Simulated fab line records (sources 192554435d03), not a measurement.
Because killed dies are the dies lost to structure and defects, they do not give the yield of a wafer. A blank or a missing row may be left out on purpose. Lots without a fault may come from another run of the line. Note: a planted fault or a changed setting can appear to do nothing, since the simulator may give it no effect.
A struck lot beside a sound one || flow n5Finfet || 36 steps out of a route of 1938
Sound: these wafers, L348.1, L348.4, L348.6. The struck wafers were L339.1, L339.3, L339.6. At the end, the cause is stated.
Order at every step that has rows: each side's tool, ch and its chambers, its first start. Under that, the readings that differ: sound wafers || struck wafers || difference of the means || sigmas: that difference in standard deviations of wafers without a fault.
alike: readings with means less than 2 such deviations apart, plus words and numbers identical on both sides. not compared: withheld readings, readings lacking a value on some wafer, bounds such as >300 that could conceal the same value, and numbers that have no deviation in the record and whose values overlap.
The two part at a step that has a row with sigmas, a row that says differs or no value, or rows on one side only. Non-overlapping numbers with no deviation appear without sigmas and do not part them. A reading missing from all wafers of one side parts the sides only when that side holds two or more wafers.

first, 9 steps without rows for these wafers: N5_BEOL_M4_ANNEAL_95 (time 240 s); N5_BEOL_M4_SPUTTER_96 (material Cu, target thk 4.5 nm, time 8.29 s); N5_BEOL_M4_ECD_50 (material Cu, target thk 300 nm); N5_BEOL_M4_ANNEAL_51 (time 90 s); N5_BEOL_M4_CMP_52 (polishes, stops on SiOC, t overpolish 6.8 s, target thk 40 nm); N5_BEOL_M4_PRE_CLEAN_60 (time 15 s); N5_BEOL_M4_CO_CAP_55 (material Co, precursor CCTBA/H2, target thk 2 nm, time 102.1 s); N5_BEOL_M4_PRE_CLEAN_56 (time 15 s); N5_BEOL_M4_DEP_57 (deposits SiCN from 3MS/NH3, target thk 8 nm, time 14 s).
N5_BEOL_M4_RC_MEAS_101:
  sound on prober-02 ch 0, day 11 15:49; struck on prober-02 ch 0, day 9 06:54
  alike: DIBL_N, DIBL_P, IOFF_N, IOFF_P, ION_N, ION_P, SS_N, SS_P, VT_N, VT_P
then, 24 steps without rows for these wafers: N5_BEOL_M5_ILD_DEP_00 (deposits SiCOH lowk from DEMS/porogen, target thk 140.64 nm, time 25.9 s); N5_BEOL_M5_CURE_79 (cures SiCOH lowk, time 240 s); N5_BEOL_M5_PECVD_70 (deposits SiO2 from TEOS/O2, target thk 16 nm, time 18 s); N5_BEOL_M5_HM_DEP_02 (deposits TiN, target thk 20 nm); N5_BEOL_M5_COAT_59 (time 60 s, resist thk 60 nm); N5_BEOL_M5_COAT_60 (time 60 s, resist thk 12 nm); N5_BEOL_M5_COAT_71 (time 60 s, resist thk 5 nm); N5_BEOL_M5_COAT_05 (resist thk 30 nm); N5_BEOL_M5_EBR_07; N5_BEOL_M5_SOFTBAKE_06 (time 60 s); N5_BEOL_M5_EXPOSE_08 (exposes mask M5, target cd 28 nm); N5_BEOL_M5_PEB_09 (peb time 60 s); N5_BEOL_M5_DEVELOP_10 (develop time 30 s); N5_BEOL_M5_DESCUM_16 (chemistry O2, time 7 s); N5_BEOL_M5_ETCH_72 (etches underlayer in N2/H2, target depth 6.5 nm, time 5.2 s); N5_BEOL_M5_ETCH_61 (etches SiARC in CF4, target depth 15.6 nm, time 26 s); N5_BEOL_M5_ETCH_62 (etches SOC in N2/H2, target depth 75 nm, overetch 15 nm, time 112.5 s); N5_BEOL_M5_STRIP_63 (strips in N2/H2); N5_BEOL_M5_STRIP_73 (strips in N2/H2); N5_BEOL_M5_STRIP_64 (strips in CF4); N5_BEOL_M5_HM_OPEN_17 (chemistry Cl2/BCl3, target TiN, target depth 20 nm, overetch 6 nm); N5_BEOL_M5_STRIP_19 (strips in O2); N5_BEOL_M5_COAT_65 (time 60 s, resist thk 60 nm); N5_BEOL_M5_COAT_66 (time 60 s, resist thk 12 nm).
-- here the record skips 2 days between the struck wafers' starts before and after, leaving off in module BEOL_M5 and picking up in module BEOL_M9 (first step shown: number 1467 of the route) --
N5_BEOL_M9_DEP_56: deposits SiCN from 3MS/NH3, target thk 15 nm, time 26.5 s.
  sound on pecvd-02 ch 0,2, day 13 17:04; struck on pecvd-04 ch 1,2, day 11 11:15
  no value came back on the struck wafers for any of 5 readings (chamberPressureTorr (Torr), rfFwdPowerW (W) and others); on the sound wafers chamberPressureTorr (Torr) reads 2.998 2.995 2.994
-- record jumps: 2 days separate the struck wafers' starts on either side; left off in module BEOL_M9, taken up again in module PASSIVATION, whose first shown step is the route's number 1936 --
N5_PASSIVATION_PROBE_49:
  the record has rows for the struck wafers here (prober-02, day 13 18:33) and none for the sound ones

== WHERE THEY PART ==
Last at N5_PASSIVATION_PROBE_49 as far as this record goes, first at N5_BEOL_M9_DEP_56.

WHY: whatever the simulator had introduced
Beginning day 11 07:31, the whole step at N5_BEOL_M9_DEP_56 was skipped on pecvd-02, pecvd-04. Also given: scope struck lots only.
